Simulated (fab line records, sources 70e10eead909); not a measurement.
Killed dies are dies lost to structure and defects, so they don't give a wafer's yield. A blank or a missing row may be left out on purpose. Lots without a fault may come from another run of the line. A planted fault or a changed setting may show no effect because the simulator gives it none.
One fault seen from 2 desks | flow nand_harc | each desk has only its own numbers; what lay behind them comes last

THE TOOL OWNER'S DESK: grinder-01
The tool's own readings at NHARC_THIN_TSV_GRIND_00: means of the sampled wafers that have a number, for each lot that ran on this tool. A lot is out of limits, marked OUT, if its mean lies more than 4 standard deviations from the usual mean; the brackets give that distance.
Columns: A = motor_current_A at NHARC_THIN_TSV_GRIND_00, usual 12.000 A
lot  | first seen here | A
L854 | day 24 09:08    | 11.998
L855 | day 24 10:32    | 12.013
L857 | day 24 13:18    | 11.999
L856 | day 24 14:43    | 11.971
L858 | day 25 00:01    | 11.996
L861 | day 26 02:29    | 11.989
L860 | day 26 09:19    | 11.985
L859 | day 26 10:41    | 12.001
L862 | day 27 13:54    | 12.010
L869 | day 29 23:28    | 12.009
L875 | day 34 14:28    | 11.986
L877 | day 34 15:28    | 12.011
This desk's finding: nothing out of limits on any of the 12 lots.

THE DEFECT DESK
What the inspections along the route counted, lot by lot: means of the sampled wafers that have a number. A lot is out of limits, marked OUT, if its mean lies more than 4 standard deviations from the usual mean; the brackets give that distance.
Columns: A = raw_defect_count at NHARC_THIN_TSV_INSPECT_40, usual 531
lot  | first seen here | A
L854 | day 25 01:01    | 476
L855 | day 25 01:01    | 576
L857 | day 25 01:01    | 574
L856 | day 25 04:48    | 466
L858 | day 25 14:32    | 453
L861 | day 26 17:34    | 573
L859 | day 26 23:52    | 581
L860 | day 26 23:52    | 593
L862 | day 28 02:51    | 542
L869 | day 30 14:02    | 588
L875 | day 35 05:00    | 396
L877 | day 35 05:00    | 599
This desk's finding: nothing out of limits on any of the 12 lots.

PUT TOGETHER
The tool owner's desk saw nothing out of limits.
The defect desk saw nothing out of limits.

WHAT THE SIMULATOR HAD PUT IN
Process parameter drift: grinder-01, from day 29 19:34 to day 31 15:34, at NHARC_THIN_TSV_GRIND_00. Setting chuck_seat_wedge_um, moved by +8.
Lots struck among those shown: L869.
